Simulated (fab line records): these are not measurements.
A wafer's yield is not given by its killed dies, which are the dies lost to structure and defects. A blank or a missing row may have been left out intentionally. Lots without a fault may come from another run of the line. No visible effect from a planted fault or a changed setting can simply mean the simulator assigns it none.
Split-lot trial | flow n5 finfet | route with 1938 steps; 7 lots, 21 wafers read

## ON THE SPLIT
At N5_GATE_CUT_ETCH_37 (etches SOC in N2/H2, target depth 60 nm, overetch 12 nm, time 90 s), the setting bias w was moved away from the recipe's 150 W on 5 of the 21 wafers read, by +4.9% to +14.4%. For the rest of the wafers, this setting stayed at what the recipe calls for.

The reading comes from the split's own step.

## THE READING
rf vpp V, in V, at N5_GATE_CUT_ETCH_37 (etches SOC in N2/H2, target depth 60 nm, overetch 12 nm, time 90 s). A value of 524.0 V with a standard deviation of 2.7 V is what fault-free wafers of this fab line usually give.

wafer  | tool, chamber at the split | bias w as run, W | against the recipe | rf vpp V, V | against lot-mates on the recipe
L075.4 | rie diel-02, 2             | 157.4            | +4.9%              | 539.9       | +19.7
L075.5 | rie diel-02, 3             | 157.4            | +4.9%              | 541.0       | +20.8
L075.6 | rie diel-02, 0             | 150              | recipe             | 520.2       | -
L076.2 | rie diel-02, 3             | 150              | recipe             | 525.1       | -
L076.3 | rie diel-02, 0             | 171.6            | +14.4%             | 566.5       | +41.6
L076.5 | rie diel-02, 3             | 150              | recipe             | 524.7       | -
L077.2 | rie diel-01, 1             | 150              | recipe             | 523.1       | -
L077.3 | rie diel-01, 0             | 150              | recipe             | 522.1       | -
L077.6 | rie diel-01, 2             | 150              | recipe             | 527.7       | -
L080.2 | rie diel-02, 3             | 150              | recipe             | 526.9       | -
L080.3 | rie diel-02, 0             | 159.2            | +6.1%              | 540.0       | +15.2
L080.5 | rie diel-02, 2             | 150              | recipe             | 522.8       | -
L087.1 | rie diel-02, 1             | 150              | recipe             | 523.4       | -
L087.3 | rie diel-02, 3             | 150              | recipe             | 525.1       | -
L087.4 | rie diel-02, 3             | 169              | +12.7%             | 567.9       | +43.6
L092.4 | rie diel-01, 0             | 150              | recipe             | 521.2       | -
L092.5 | rie diel-01, 1             | 150              | recipe             | 521.7       | -
L092.6 | rie diel-01, 3             | 150              | recipe             | 526.0       | -
L097.1 | rie diel-02, 2             | 150              | recipe             | 522.3       | -
L097.4 | rie diel-02, 3             | 150              | recipe             | 526.3       | -
L097.6 | rie diel-02, 3             | 150              | recipe             | 525.3       | -

THE FIT
A straight line over all 21 wafers: rf vpp V changes by +3.15 V for each +1% of bias w; r = +0.99; the points scatter about the line by 2.4 V.
The same after taking each lot's own level away (the mean of its wafers on the recipe; 21 wafers): +3.16 V for each +1%; r = +0.98; scatter 2.7 V.
The reading moves by 45 V for the largest change in bias w, on that fit.
Across the lots, their own levels run from 520.20 to 524.90 V, a range of 1.7 times the standard deviation given above.
Hence the lot-to-lot level has little effect on the slope; both slopes agree.
Check: +49.3 V against its lot-mates is what the line predicts for one of the wafers moved furthest among these (+14.4%) when that wafer is left out of the fit. Against them it came out at +41.6 V.
Tool readings at the split's step, against how far the setting was moved: rf vpp V r = +0.99.

## THE OTHER SPLITS THESE WAFERS WENT THROUGH
Before the reading, these wafers also passed through other splits. Each is held against what the fit with the lots' levels taken away leaves over:
other split on the same wafers   | wafers away from the commonest value | r with rf vpp V (lot level and that fit taken away)
N5_SD_EPI_P_EPI_21 temp c        | 7                                    | +0.00
N5_HKMG_FIN_HK_ALD_01 ald cycles | 7                                    | -0.01
N5_GATE_CUT_ETCH_58 time s       | 9                                    | -0.14
N5_GATE_CUT_COAT_27 spin rpm     | 9                                    | +0.17

## THE WHOLE CHAIN: every reading that the file lists as answering this split, in the file's order
step                | what it does                                                       | reading                                                                           | change (the file's fit)               | r (the file's)
N5_GATE_CUT_ETCH_37 | etches SOC in N2/H2, target depth 60 nm, overetch 12 nm, time 90 s | rf vpp V                                                                          | +3.13 V for each +1% of the setting   | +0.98
N5_GATE_CUT_ETCH_37 | etches SOC in N2/H2, target depth 60 nm, overetch 12 nm, time 90 s | SiARC_of_GATE_CUT_COAT_35.thk nm (the simulator's own value, which no gauge read) | -0.046 nm for each +1% of the setting | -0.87

## FILE'S OWN FIT
rf vpp V changes by +3.13 V for each +1% of bias w, r = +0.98.
